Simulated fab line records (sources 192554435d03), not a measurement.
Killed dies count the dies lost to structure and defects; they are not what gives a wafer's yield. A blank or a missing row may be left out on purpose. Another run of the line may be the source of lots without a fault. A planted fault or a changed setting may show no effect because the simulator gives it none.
Matching of chambers / flow n5Finfet / 3 sister chambers for N5_BEOL_M12_DEP_53 on pecvd-01
The step deposits SiCN from 3MS/NH3, target thk 30 nm, time 10.5 s. 3 wafers are shown with their chamber, then 8 later ones without.

== WAFERS, EACH WITH ITS CHAMBER ==
wafer=L082.4; chamber=2; showerheadPlenumPTorr (Torr)=4.174
wafer=L086.4; chamber=1; showerheadPlenumPTorr (Torr)=4.160
wafer=L090.1; chamber=0; showerheadPlenumPTorr (Torr)=4.159

== WAFERS WITH NO CHAMBER GIVEN ==
wafer=L090.2; showerheadPlenumPTorr (Torr)=4.174
wafer=L090.3; showerheadPlenumPTorr (Torr)=4.162
wafer=L092.1; showerheadPlenumPTorr (Torr)=4.150
wafer=L092.4; showerheadPlenumPTorr (Torr)=4.176
wafer=L092.5; showerheadPlenumPTorr (Torr)=4.157
wafer=L097.1; showerheadPlenumPTorr (Torr)=4.163
wafer=L097.2; showerheadPlenumPTorr (Torr)=4.162
wafer=L097.4; showerheadPlenumPTorr (Torr)=4.173

== WHICH CHAMBER EACH WENT THROUGH ==
wafer=L090.2; from the rows above=2; in truth=2
wafer=L090.3; from the rows above=can't be placed: 1 or 0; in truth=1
wafer=L092.1; from the rows above=can't be placed: 0 or 1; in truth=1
wafer=L092.4; from the rows above=2; in truth=2
wafer=L092.5; from the rows above=can't be placed: 0 or 1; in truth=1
wafer=L097.1; from the rows above=can't be placed: 1 or 0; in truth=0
wafer=L097.2; from the rows above=can't be placed: 1 or 0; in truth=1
wafer=L097.4; from the rows above=2; in truth=2
3 of 8 placed correctly. Cannot be placed on the basis of these rows: 5; the candidates contain the true chamber in 5. Wrongly placed: 0.
How it was worked out, from the rows above alone: a wafer's distance from a chamber is the root of the sum, over the readings, of the square of ((its reading less the chamber's mean) divided by the reading's scatter). The wafer belongs to the nearest chamber; if the next one is less than 2 further off, it can't be placed. The mean given for a chamber averages the wafers shown for that chamber. The scatter (one wafer shown for each chamber): square how far every hidden wafer sits from the nearest shown wafer, average those squares and take the square root.
